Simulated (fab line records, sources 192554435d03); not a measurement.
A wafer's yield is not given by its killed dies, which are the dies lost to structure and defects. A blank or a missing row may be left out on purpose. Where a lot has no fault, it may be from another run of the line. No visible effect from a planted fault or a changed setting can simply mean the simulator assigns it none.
Which of the tools did it? + flow n5_finfet + 24 lots, 72 wafers sampled, at 4 steps of a route of 1938

== WHAT EACH GAUGE READ, for each wafer ==
N5_WELL_APT_CD_MEAS_25 targets a cd of 200 nm.
| lot  | measured    | on        | cd_nm (nm)        |
|------|-------------|-----------|-------------------|
| L074 | day 1 15:03 | cd_sem-01 | 201.0 201.2 198.9 |
| L075 | day 1 20:50 | cd_sem-02 | 198.7 198.3 196.8 |
| L076 | day 2 03:17 | cd_sem-02 | 198.7 199.0 200.8 |
| L077 | day 2 08:48 | cd_sem-02 | 199.9 202.9 200.4 |
| L078 | day 2 14:58 | cd_sem-01 | 199.8 199.0 202.6 |
| L079 | day 2 20:56 | cd_sem-02 | 199.7 201.2 202.3 |
| L080 | day 3 03:25 | cd_sem-03 | 202.2 203.8 201.4 |
| L081 | day 3 08:56 | cd_sem-02 | 203.4 198.4 203.9 |
| L082 | day 3 14:48 | cd_sem-03 | 201.4 202.2 201.2 |
| L083 | day 3 20:53 | cd_sem-02 | 198.7 199.1 198.1 |
| L084 | day 4 03:06 | cd_sem-02 | 200.2 198.7 198.5 |
| L085 | day 4 08:43 | cd_sem-01 | 199.1 197.9 201.1 |
| L086 | day 4 15:01 | cd_sem-02 | 200.2 202.0 201.3 |
| L087 | day 4 21:31 | cd_sem-02 | 202.9 201.7 195.0 |
| L088 | day 5 03:14 | cd_sem-01 | 200.3 199.4 204.1 |
| L089 | day 5 09:22 | cd_sem-02 | 199.6 198.7 196.9 |
| L090 | day 5 15:11 | cd_sem-01 | 200.4 201.3 199.6 |
| L091 | day 5 20:56 | cd_sem-03 | 197.6 199.8 198.2 |
| L092 | day 6 03:03 | cd_sem-03 | 201.7 201.8 200.7 |
| L093 | day 6 08:56 | cd_sem-02 | 199.0 200.3 202.6 |
| L094 | day 6 14:52 | cd_sem-03 | 198.3 199.0 199.5 |
| L095 | day 6 21:02 | cd_sem-03 | 196.5 203.7 201.2 |
| L096 | day 7 02:56 | cd_sem-02 | 204.0 198.3 202.0 |
| L097 | day 7 10:37 | cd_sem-02 | 197.5 198.5 200.0 |

N5_WELL_APT_INSPECT_27: inspects for defects (macro).
| lot  | measured    | on                | raw_defect_count |
|------|-------------|-------------------|------------------|
| L074 | day 1 15:06 | defect_inspect-02 | 1 1 2            |
| L075 | day 1 20:53 | defect_inspect-02 | 2 1 0            |
| L076 | day 2 03:20 | defect_inspect-02 | 3 2 4            |
| L077 | day 2 08:52 | defect_inspect-02 | 1 3 1            |
| L078 | day 2 15:01 | defect_inspect-02 | 0 1 0            |
| L079 | day 2 20:59 | defect_inspect-02 | 1 2 5            |
| L080 | day 3 03:28 | defect_inspect-02 | 1 0 0            |
| L081 | day 3 08:59 | defect_inspect-01 | 2 0 5            |
| L082 | day 3 14:51 | defect_inspect-02 | 1 3 3            |
| L083 | day 3 20:56 | defect_inspect-01 | 1 2 1            |
| L084 | day 4 03:09 | defect_inspect-02 | 0 2 2            |
| L085 | day 4 08:46 | defect_inspect-01 | 2 4 0            |
| L086 | day 4 15:04 | defect_inspect-01 | 4 3 2            |
| L087 | day 4 21:34 | defect_inspect-02 | 1 3 1            |
| L088 | day 5 03:18 | defect_inspect-01 | 0 2 2            |
| L089 | day 5 09:25 | defect_inspect-01 | 2 3 2            |
| L090 | day 5 15:14 | defect_inspect-01 | 0 3 0            |
| L091 | day 5 20:59 | defect_inspect-01 | 3 1 2            |
| L092 | day 6 03:06 | defect_inspect-01 | 3 1 3            |
| L093 | day 6 08:59 | defect_inspect-02 | 1 5 2            |
| L094 | day 6 14:55 | defect_inspect-02 | 5 0 1            |
| L095 | day 6 21:05 | defect_inspect-01 | 2 1 3            |
| L096 | day 7 02:59 | defect_inspect-01 | 0 2 2            |
| L097 | day 7 10:41 | defect_inspect-01 | 1 3 1            |

N5_WELL_APT_INSPECT_38: inspects for defects (darkfield).
| lot  | measured    | on                | raw_defect_count |
|------|-------------|-------------------|------------------|
| L074 | day 1 17:11 | defect_inspect-01 | 7 10 17          |
| L075 | day 1 22:46 | defect_inspect-02 | 19 7 10          |
| L076 | day 2 05:28 | defect_inspect-02 | 17 17 15         |
| L077 | day 2 10:32 | defect_inspect-01 | 13 17 10         |
| L078 | day 2 16:57 | defect_inspect-01 | 11 8 21          |
| L079 | day 2 22:52 | defect_inspect-02 | 8 14 10          |
| L080 | day 3 05:37 | defect_inspect-02 | 7 11 13          |
| L081 | day 3 10:39 | defect_inspect-02 | 14 8 9           |
| L082 | day 3 16:32 | defect_inspect-01 | 11 20 17         |
| L083 | day 3 23:46 | defect_inspect-02 | 7 21 7           |
| L084 | day 4 04:57 | defect_inspect-01 | 8 16 11          |
| L085 | day 4 11:24 | defect_inspect-01 | 5 8 9            |
| L086 | day 4 16:44 | defect_inspect-01 | 18 16 7          |
| L087 | day 4 23:14 | defect_inspect-01 | 12 15 17         |
| L088 | day 5 04:58 | defect_inspect-02 | 14 12 18         |
| L089 | day 5 11:39 | defect_inspect-01 | 21 18 16         |
| L090 | day 5 16:58 | defect_inspect-02 | 21 14 9          |
| L091 | day 5 23:10 | defect_inspect-01 | 11 16 25         |
| L092 | day 6 04:52 | defect_inspect-02 | 7 7 3            |
| L093 | day 6 10:40 | defect_inspect-02 | 14 11 18         |
| L094 | day 6 17:34 | defect_inspect-02 | 13 5 9           |
| L095 | day 6 23:13 | defect_inspect-01 | 15 25 20         |
| L096 | day 7 04:51 | defect_inspect-02 | 12 8 7           |
| L097 | day 7 12:54 | defect_inspect-02 | 24 20 16         |

== TOOL THAT RAN EACH LOT (tool first, then ch and the chambers of the sampled wafers, then the start) ==
| lot  | N5_WELL_APT_EPI_41             |
|------|--------------------------------|
| L074 | epi_rpcvd-04 ch 0, day 1 16:39 |
| L075 | epi_rpcvd-03 ch 0, day 1 22:08 |
| L076 | epi_rpcvd-02 ch 0, day 2 04:46 |
| L077 | epi_rpcvd-04 ch 0, day 2 10:05 |
| L078 | epi_rpcvd-02 ch 0, day 2 16:14 |
| L079 | epi_rpcvd-04 ch 0, day 2 22:10 |
| L080 | epi_rpcvd-02 ch 0, day 3 04:31 |
| L081 | epi_rpcvd-04 ch 0, day 3 10:01 |
| L082 | epi_rpcvd-04 ch 0, day 3 16:01 |
| L083 | epi_rpcvd-02 ch 0, day 3 22:46 |
| L084 | epi_rpcvd-03 ch 0, day 4 04:19 |
| L085 | epi_rpcvd-02 ch 0, day 4 10:11 |
| L086 | epi_rpcvd-04 ch 0, day 4 16:05 |
| L087 | epi_rpcvd-04 ch 0, day 4 22:36 |
| L088 | epi_rpcvd-04 ch 0, day 5 04:26 |
| L089 | epi_rpcvd-04 ch 0, day 5 11:19 |
| L090 | epi_rpcvd-03 ch 0, day 5 16:19 |
| L091 | epi_rpcvd-02 ch 0, day 5 22:04 |
| L092 | epi_rpcvd-04 ch 0, day 6 04:14 |
| L093 | epi_rpcvd-03 ch 0, day 6 10:02 |
| L094 | epi_rpcvd-04 ch 0, day 6 16:55 |
| L095 | epi_rpcvd-02 ch 0, day 6 22:23 |
| L096 | epi_rpcvd-04 ch 0, day 7 04:19 |
| L097 | epi_rpcvd-02 ch 0, day 7 11:48 |
- N5_WELL_APT_EPI_41: deposits Si from SiH4/H2, target thk 50 nm, time 297.7 s.

== AS READ BY THE TOOLS THEMSELVES (means over the sampled wafers that have a number; for cases with no such wafer, the mark the record gives instead) ==
N5_WELL_APT_EPI_41.
| lot  | tool         | throttle_valve_pct (%) |
|------|--------------|------------------------|
| L074 | epi_rpcvd-04 | 11.0                   |
| L075 | epi_rpcvd-03 | 11.7                   |
| L076 | epi_rpcvd-02 | 11.3                   |
| L077 | epi_rpcvd-04 | 11.1                   |
| L078 | epi_rpcvd-02 | 11.5                   |
| L079 | epi_rpcvd-04 | 10.9                   |
| L080 | epi_rpcvd-02 | 11.3                   |
| L081 | epi_rpcvd-04 | 11.0                   |
| L082 | epi_rpcvd-04 | 11.1                   |
| L083 | epi_rpcvd-02 | 11.3                   |
| L084 | epi_rpcvd-03 | 11.6                   |
| L085 | epi_rpcvd-02 | 11.4                   |
| L086 | epi_rpcvd-04 | 10.9                   |
| L087 | epi_rpcvd-04 | 10.8                   |
| L088 | epi_rpcvd-04 | 11.0                   |
| L089 | epi_rpcvd-04 | 11.0                   |
| L090 | epi_rpcvd-03 | 11.6                   |
| L091 | epi_rpcvd-02 | 11.4                   |
| L092 | epi_rpcvd-04 | 11.0                   |
| L093 | epi_rpcvd-03 | 11.7                   |
| L094 | epi_rpcvd-04 | 11.0                   |
| L095 | epi_rpcvd-02 | 11.3                   |
| L096 | epi_rpcvd-04 | 10.9                   |
| L097 | epi_rpcvd-02 | 11.3                   |

== THE ANSWER, worked out from the rows above alone ==
Rule: the lots themselves supply what counts as usual. Put in order of their means at a reading, lots are off if they are a third of the lots or fewer, leave a main group of 4 or more, and stand apart from it by a gap of 3 or more times the standard deviation of the main group's means; of several such gaps the widest counts. A main group whose means are all the same, to the digits that the tables above print for the reading, isn't used. A lot without any number at a reading at which 4 lots or more have one is off too. Where the step has rows for the other lots, those lots are counted as sound. First the gauges in route order, then the tools' own readings, where a lot's mean is used as printed above. At the first step where some lot is off, the reading lying furthest off is the one used; lots without a number count as furthest.
No lot is off at any reading shown: from this, nothing can be told.

== WHAT THE SIMULATOR PUT IN ==
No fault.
